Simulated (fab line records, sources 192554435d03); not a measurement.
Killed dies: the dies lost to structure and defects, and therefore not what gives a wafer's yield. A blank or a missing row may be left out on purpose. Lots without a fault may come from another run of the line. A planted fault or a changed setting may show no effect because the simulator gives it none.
Matching of chambers || flow n5 finfet || cmp-03 running N5_BEOL_M1_CMP_52: 4 sister chambers
The step polishes, stops on SiOC, t overpolish 6.8 s, target thk 40 nm. 8 wafers are shown with their chamber, then 7 later ones without.

## WAFERS WITH THEIR CHAMBER
{"wafer": "L075.6", "chamber": 0, "motor current A (A)": 4.6, "slurry filter dp kPa (kPa)": 13.39}
{"wafer": "L083.1", "chamber": 1, "motor current A (A)": 6.5, "slurry filter dp kPa (kPa)": 13.63}
{"wafer": "L083.2", "chamber": 2, "motor current A (A)": 4.6, "slurry filter dp kPa (kPa)": 13.28}
{"wafer": "L083.5", "chamber": 2, "motor current A (A)": 4.9, "slurry filter dp kPa (kPa)": 13.46}
{"wafer": "L085.5", "chamber": 1, "motor current A (A)": 6.7, "slurry filter dp kPa (kPa)": 13.28}
{"wafer": "L085.6", "chamber": 0, "motor current A (A)": 4.6, "slurry filter dp kPa (kPa)": 13.31}
{"wafer": "L087.3", "chamber": 3, "motor current A (A)": 7.3, "slurry filter dp kPa (kPa)": 13.50}
{"wafer": "L087.5", "chamber": 3, "motor current A (A)": 7.2, "slurry filter dp kPa (kPa)": 13.56}

## WAFERS WHOSE CHAMBER IS MISSING
{"wafer": "L087.6", "motor current A (A)": 4.6, "slurry filter dp kPa (kPa)": 13.45}
{"wafer": "L091.1", "motor current A (A)": 6.3, "slurry filter dp kPa (kPa)": 13.34}
{"wafer": "L091.4", "motor current A (A)": 4.6, "slurry filter dp kPa (kPa)": 13.58}
{"wafer": "L091.5", "motor current A (A)": 6.7, "slurry filter dp kPa (kPa)": 13.67}
{"wafer": "L093.1", "motor current A (A)": 6.9, "slurry filter dp kPa (kPa)": 13.51}
{"wafer": "L093.4", "motor current A (A)": 6.9, "slurry filter dp kPa (kPa)": 13.41}
{"wafer": "L093.6", "motor current A (A)": 7.7, "slurry filter dp kPa (kPa)": 13.70}

## CHAMBER TAKEN BY EACH
{"wafer": "L087.6", "from the rows above": "can't be placed: 0 or 2", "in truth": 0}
{"wafer": "L091.1", "from the rows above": 1, "in truth": 1}
{"wafer": "L091.4", "from the rows above": "can't be placed: 0 or 2", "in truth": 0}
{"wafer": "L091.5", "from the rows above": 1, "in truth": 1}
{"wafer": "L093.1", "from the rows above": "can't be placed: 1 or 3", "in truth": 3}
{"wafer": "L093.4", "from the rows above": "can't be placed: 1 or 3", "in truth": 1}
{"wafer": "L093.6", "from the rows above": 3, "in truth": 3}
Correct placement for 3 of the 7. Can't be placed from these rows: 4 (the true chamber is among the candidates in 4). Placed wrongly: 0.
How it was worked out, from the rows above alone: a wafer's distance from a chamber is the root of the sum, over the readings, of the square of ((its reading less the chamber's mean) divided by the reading's scatter). If the next closest chamber is less than 2 further off than the closest, the wafer can't be placed; otherwise it belongs to the closest. The mean given for a chamber averages the wafers shown for that chamber. The scatter: take each reading less its chamber's mean, square it, sum over the shown wafers, divide by the number of wafers less the number of chambers, and take the root.
